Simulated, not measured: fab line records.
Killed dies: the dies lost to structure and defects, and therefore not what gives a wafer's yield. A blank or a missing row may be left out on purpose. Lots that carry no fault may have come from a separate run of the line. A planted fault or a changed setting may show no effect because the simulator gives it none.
Comparing a struck lot with a sound one -- flow nand harc -- 17 out of 1302 route steps
Sound: wafers L981.1, L981.4, L981.6. Wafers L991.1, L991.3, L991.4 were the ones struck. At the end, the cause is stated.
Each step with rows lists, per side, the tool, then ch with its chambers, then its first start. Under that, the readings that differ: sound wafers -- struck wafers -- difference of the means -- sigmas: that difference in standard deviations of wafers without a fault.
alike: readings with means less than 2 such deviations apart, plus words and numbers identical on both sides. not compared: withheld readings, readings lacking a value on some wafer, bounds such as >300 that could conceal the same value, and numbers that have no deviation in the record and whose values overlap.
The two part at a step that has a row with sigmas, a row that says differs or no value, or rows on one side only. Numbers that don't overlap but have no deviation are shown without sigmas and don't part them. Lack of a reading on every wafer of one side parts them only where that side has two or more wafers.

NHARC_P_M2_INSPECT_11:
  struck on defect inspect-02, day 12 11:17; sound on defect inspect-02, day 8 12:25
  alike: raw defect count
NHARC_P_M2_DESCUM_14: chemistry O2, time 3 s.
  sound on rie diel-12 ch 1,2,3, day 8 12:29; struck on rie diel-03 ch 1,3, day 12 11:21
  alike: drypump motor current A, oes product au, rf vpp V, showerhead plenum p Torr, throttle valve pct
  not compared: rf hours counter h
then, 2 steps without rows for these wafers: NHARC_P_M2_ETCH_35 (etches the open film in N2/H2, target depth 40 nm, overetch 12 nm, time 43.94 s); NHARC_P_M2_ETCH_15 (etches the open film in C4F8/Ar, target depth 182.5 nm, time 91.2 s).
NHARC_P_M2_CD_MEAS_16:
  struck on cd sem-03, day 12 11:42; sound on cd sem-02, day 8 12:47
  alike: cd nm
NHARC_P_M2_STRIP_18: strips in N2/H2.
  sound on rie diel-12 ch 0,1,2, day 8 12:53; struck on rie diel-06 ch 0,1,3, day 12 11:46
  alike: drypump motor current A, oes product au, rf vpp V, showerhead plenum p Torr, throttle valve pct
  not compared: rf hours counter h
NHARC_P_M2_ETCH_28: etches the open film in CF4/N2, target depth 30 nm, time 72.99 s.
  sound on rie diel-12 ch 0,2; struck on rie diel-06 ch 1,2,3
  alike: drypump motor current A, oes product au, rf vpp V, showerhead plenum p Torr, throttle valve pct
  not compared: rf hours counter h
then, 1 step without rows for these wafers: NHARC_P_M2_STRIP_19 (strips in post etch residue remover, time 600 s).
NHARC_P_M2_DEGAS_29: time 60 s.
  struck on pvd sputter-03, day 12 12:25; sound on pvd sputter-01, day 8 13:32
  alike: heater power w
NHARC_P_M2_PRE_CLEAN_30: time 30 s.
  sound on pvd sputter-01; struck on pvd sputter-03
  alike: heater power w
then, 2 steps without rows for these wafers: NHARC_P_M2_PVD_20 (deposits TaN, target thk 5 nm, time 8.06 s); NHARC_P_M2_PVD_21 (deposits Cu, target thk 30 nm, time 20.49 s).
NHARC_P_M2_ECD_22: material Cu, target thk 400 nm.
  sound on ecd cu-01 ch 0,1, day 8 13:53; struck on ecd cu-02 ch 0,1, day 12 12:46
then, 1 step without rows for these wafers: NHARC_P_M2_ANNEAL_31 (time 90 s).
NHARC_P_M2_CMP_23: polishes, t overpolish 20 s, target thk 144.3 nm.
  sound on cmp-02 ch 0,1, day 8 14:41; struck on cmp-02 ch 0,1,2, day 12 13:31
reading,sound,struck,difference,sigmas
time to endpoint s (s),27.8 23.4 24.3,9.9 14.3 10.4,-13.6,-5
  alike: motor current A
NHARC_P_M2_THK_MEAS_24: measures by xrf.
  struck on film metro-02, day 12 13:48; sound on film metro-02, day 8 15:01
  alike: thk nm
-- record jumps: 19 days between struck wafers' starts before vs after; left off in module P_M2, resumes in module END, first step shown is number 1302 of the route --
NHARC_END_SORT_01:
  sound on prober-01 ch 0, day 26 23:28; struck on prober-01 ch 0, day 31 04:26
reading,sound,struck,difference,sigmas
defect limited yield (%),89.7 88.9 88.2,96.5 96.8 94.5,+7.0,+2
killed at array,69 75 75,21 15 34,-50,-3
killed dies,70 75 80,24 22 37,-47,-2
sort_bin_2_pct (%),4.3 3.7 4.4,1.2 1.0 2.5,-2.6,-2
sort_bin_3_pct (%),1.0 1.5 0.9,0 0 0.4,-1,-2
sort_bin_4_pct (%),5.0 5.9 6.5,2.4 2.2 2.5,-3.4,-2
sort n pass,607 602 597,653 655 640,+47,+2
sort rim yield pct (%),87 81 84,92 94 97,+10,+2
sort yield pct (%),89.7 88.9 88.2,96.5 96.8 94.5,+7.0,+2
  alike: killed at other, killed at periphery, killed open, killed short

WHERE THEY PART
Earliest at NHARC_P_M2_CMP_23; latest, in this record, at NHARC_END_SORT_01.

WHY: what had been put in by the simulator
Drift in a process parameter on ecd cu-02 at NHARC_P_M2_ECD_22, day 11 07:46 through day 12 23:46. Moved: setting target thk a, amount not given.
